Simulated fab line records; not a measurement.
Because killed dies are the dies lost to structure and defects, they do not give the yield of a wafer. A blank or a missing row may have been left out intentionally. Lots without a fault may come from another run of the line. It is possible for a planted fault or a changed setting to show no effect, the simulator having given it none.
Check for tools in common || flow n5_finfet || 8 lots, 24 wafers sampled

THE REASON FOR OPENING IT
At N5_BEOL_M10_OCD_MEAS_38 the reading trench_depth_nm is flagged on 3 of 8 lots. Wafers without a fault read 149.8 nm, standard deviation 2.7.
Rule: a lot is flagged in two cases, either no wafer of it has a number, or all its wafers with numbers fall more than 4 standard deviations from that mean. The other lots count as sound.

{"lot": "L116", "measured": "day 12 18:31", "on": "ocd-01", "trench_depth_nm (nm), wafer by wafer": "0 0 0.3", "flag": "FLAGGED"}
{"lot": "L117", "measured": "day 13 11:48", "on": "ocd-01", "trench_depth_nm (nm), wafer by wafer": "0.2 0 0.3", "flag": "FLAGGED"}
{"lot": "L119", "measured": "day 13 11:58", "on": "ocd-02", "trench_depth_nm (nm), wafer by wafer": "0 0.3 0", "flag": "FLAGGED"}
{"lot": "L121", "measured": "day 13 21:07", "on": "ocd-02", "trench_depth_nm (nm), wafer by wafer": "149.4 147.8 152.7", "flag": ""}
{"lot": "L126", "measured": "day 15 07:40", "on": "ocd-02", "trench_depth_nm (nm), wafer by wafer": "152.2 147.3 146.5", "flag": ""}
{"lot": "L128", "measured": "day 16 03:29", "on": "ocd-01", "trench_depth_nm (nm), wafer by wafer": "153.5 149.5 154.8", "flag": ""}
{"lot": "L129", "measured": "day 16 08:24", "on": "ocd-01", "trench_depth_nm (nm), wafer by wafer": "152.2 152.1 150.5", "flag": ""}
{"lot": "L127", "measured": "day 16 08:32", "on": "ocd-02", "trench_depth_nm (nm), wafer by wafer": "154.2 150.7 156.7", "flag": ""}
Average over the flagged lots: 0.1 nm; offset from the usual -149.7 nm, equal to -55 standard deviations.

LOT BY LOT: THE TOOL USED
Before the reading, the record contains 4 process steps out of a 1938-step route. Every cell lists first the tool, next ch and the chambers used by the sampled wafers, and last the start.
{"lot": "L116", "flag": "FLAGGED", "N5_BEOL_M10_STRIP_19": "rie_diel-05 ch 1,2,3, day 12 16:16", "N5_BEOL_M10_VIA_ETCH_34": "rie_diel-05 ch 0,1,2, day 12 18:13", "N5_BEOL_M10_TRENCH_ETCH_37": "rie_diel-05 ch 0,1,2, day 12 18:19", "N5_BEOL_M10_STRIP_77": "rie_diel-05 ch 0,1,2, day 12 18:31 or earlier"}
{"lot": "L117", "flag": "FLAGGED", "N5_BEOL_M10_STRIP_19": "rie_diel-04 ch 0,2,3, day 13 08:53", "N5_BEOL_M10_VIA_ETCH_34": "rie_diel-05 ch 0,2,3, day 13 11:31", "N5_BEOL_M10_TRENCH_ETCH_37": "rie_diel-05 ch 0,2,3, day 13 11:37", "N5_BEOL_M10_STRIP_77": "rie_diel-05 ch 0,2,3, day 13 11:48 or earlier"}
{"lot": "L119", "flag": "FLAGGED", "N5_BEOL_M10_STRIP_19": "rie_diel-05 ch 0,1,2, day 13 09:39", "N5_BEOL_M10_VIA_ETCH_34": "rie_diel-06 ch 1,2, day 13 11:41", "N5_BEOL_M10_TRENCH_ETCH_37": "rie_diel-06 ch 1,2, day 13 11:47", "N5_BEOL_M10_STRIP_77": "rie_diel-06 ch 1,2, day 13 11:58 or earlier"}
{"lot": "L121", "flag": "", "N5_BEOL_M10_STRIP_19": "rie_diel-06 ch 0,1,2, day 13 18:43", "N5_BEOL_M10_VIA_ETCH_34": "rie_diel-06 ch 0,1,2, day 13 20:50", "N5_BEOL_M10_TRENCH_ETCH_37": "rie_diel-06 ch 0,1,2, day 13 20:56", "N5_BEOL_M10_STRIP_77": "rie_diel-06 ch 0,1,2, day 13 21:07 or earlier"}
{"lot": "L126", "flag": "", "N5_BEOL_M10_STRIP_19": "rie_diel-05 ch 2,3, day 15 04:22", "N5_BEOL_M10_VIA_ETCH_34": "rie_diel-05 ch 0,3, day 15 07:23", "N5_BEOL_M10_TRENCH_ETCH_37": "rie_diel-05 ch 0,3, day 15 07:29", "N5_BEOL_M10_STRIP_77": "rie_diel-05 ch 0,3, day 15 07:40 or earlier"}
{"lot": "L128", "flag": "", "N5_BEOL_M10_STRIP_19": "rie_diel-05 ch 2,3, day 16 02:26", "N5_BEOL_M10_VIA_ETCH_34": "rie_diel-05 ch 1,2, day 16 03:12", "N5_BEOL_M10_TRENCH_ETCH_37": "rie_diel-05 ch 1,2, day 16 03:19", "N5_BEOL_M10_STRIP_77": "rie_diel-05 ch 1,2, day 16 03:29 or earlier"}
{"lot": "L129", "flag": "", "N5_BEOL_M10_STRIP_19": "rie_diel-04 ch 1,2,3, day 16 04:52", "N5_BEOL_M10_VIA_ETCH_34": "rie_diel-06 ch 2,3, day 16 08:07", "N5_BEOL_M10_TRENCH_ETCH_37": "rie_diel-06 ch 2,3, day 16 08:13", "N5_BEOL_M10_STRIP_77": "rie_diel-06 ch 2,3, day 16 08:24 or earlier"}
{"lot": "L127", "flag": "", "N5_BEOL_M10_STRIP_19": "rie_diel-04 ch 0,2,3, day 16 05:25", "N5_BEOL_M10_VIA_ETCH_34": "rie_diel-05 ch 0,1,3, day 16 08:14", "N5_BEOL_M10_TRENCH_ETCH_37": "rie_diel-05 ch 0,1,3, day 16 08:21", "N5_BEOL_M10_STRIP_77": "rie_diel-05 ch 0,1,3, day 16 08:32 or earlier"}
These steps, and what they do:
- N5_BEOL_M10_STRIP_19: strips in O2.
- N5_BEOL_M10_VIA_ETCH_34: etches SiCOH lowk in C4F6/O2, target depth 184.5 nm, time 69.2 s.
- N5_BEOL_M10_TRENCH_ETCH_37: etches SiCOH lowk in C4F6/O2, target depth 148.83 nm, time 48 s.
- N5_BEOL_M10_STRIP_77: strips in N2/H2, time 10 s.
- N5_BEOL_M10_OCD_MEAS_38

FLAGGED AGAINST TOTAL, ONE TOOL AT A TIME (gauges that did the reading follow at the end)
{"step": "N5_BEOL_M10_STRIP_19", "tool": "rie_diel-04", "lots run": 3, "flagged": 1, "share of the flagged lots": "some", "sound lots run after its first flagged lot": "2 (L129,L127)"}
{"step": "N5_BEOL_M10_STRIP_19", "tool": "rie_diel-05", "lots run": 4, "flagged": 2, "share of the flagged lots": "some", "sound lots run after its first flagged lot": "2 (L126,L128)"}
{"step": "N5_BEOL_M10_STRIP_19", "tool": "rie_diel-06", "lots run": 1, "flagged": 0, "share of the flagged lots": "none", "sound lots run after its first flagged lot": "-"}
{"step": "N5_BEOL_M10_VIA_ETCH_34", "tool": "rie_diel-05", "lots run": 5, "flagged": 2, "share of the flagged lots": "some", "sound lots run after its first flagged lot": "3 (L126,L128,L127)"}
{"step": "N5_BEOL_M10_VIA_ETCH_34", "tool": "rie_diel-06", "lots run": 3, "flagged": 1, "share of the flagged lots": "some", "sound lots run after its first flagged lot": "2 (L121,L129)"}
{"step": "N5_BEOL_M10_TRENCH_ETCH_37", "tool": "rie_diel-05", "lots run": 5, "flagged": 2, "share of the flagged lots": "some", "sound lots run after its first flagged lot": "3 (L126,L128,L127)"}
{"step": "N5_BEOL_M10_TRENCH_ETCH_37", "tool": "rie_diel-06", "lots run": 3, "flagged": 1, "share of the flagged lots": "some", "sound lots run after its first flagged lot": "2 (L121,L129)"}
{"step": "N5_BEOL_M10_STRIP_77", "tool": "rie_diel-05", "lots run": 5, "flagged": 2, "share of the flagged lots": "some", "sound lots run after its first flagged lot": "3 (L126,L128,L127)"}
{"step": "N5_BEOL_M10_STRIP_77", "tool": "rie_diel-06", "lots run": 3, "flagged": 1, "share of the flagged lots": "some", "sound lots run after its first flagged lot": "2 (L121,L129)"}
{"step": "N5_BEOL_M10_OCD_MEAS_38", "tool": "ocd-01", "lots run": 4, "flagged": 2, "share of the flagged lots": "some", "sound lots run after its first flagged lot": "2 (L128,L129)"}
{"step": "N5_BEOL_M10_OCD_MEAS_38", "tool": "ocd-02", "lots run": 4, "flagged": 1, "share of the flagged lots": "some", "sound lots run after its first flagged lot": "3 (L121,L126,L127)"}
Because N5_BEOL_M10_STRIP_77 lacks a start for some lots, the hours and order of its lots are taken from N5_BEOL_M10_OCD_MEAS_38.

THE TABLE: WHAT IT ALLOWS
No row of the table ran every flagged lot.

WHAT HAD BEEN PUT IN BY THE SIMULATOR
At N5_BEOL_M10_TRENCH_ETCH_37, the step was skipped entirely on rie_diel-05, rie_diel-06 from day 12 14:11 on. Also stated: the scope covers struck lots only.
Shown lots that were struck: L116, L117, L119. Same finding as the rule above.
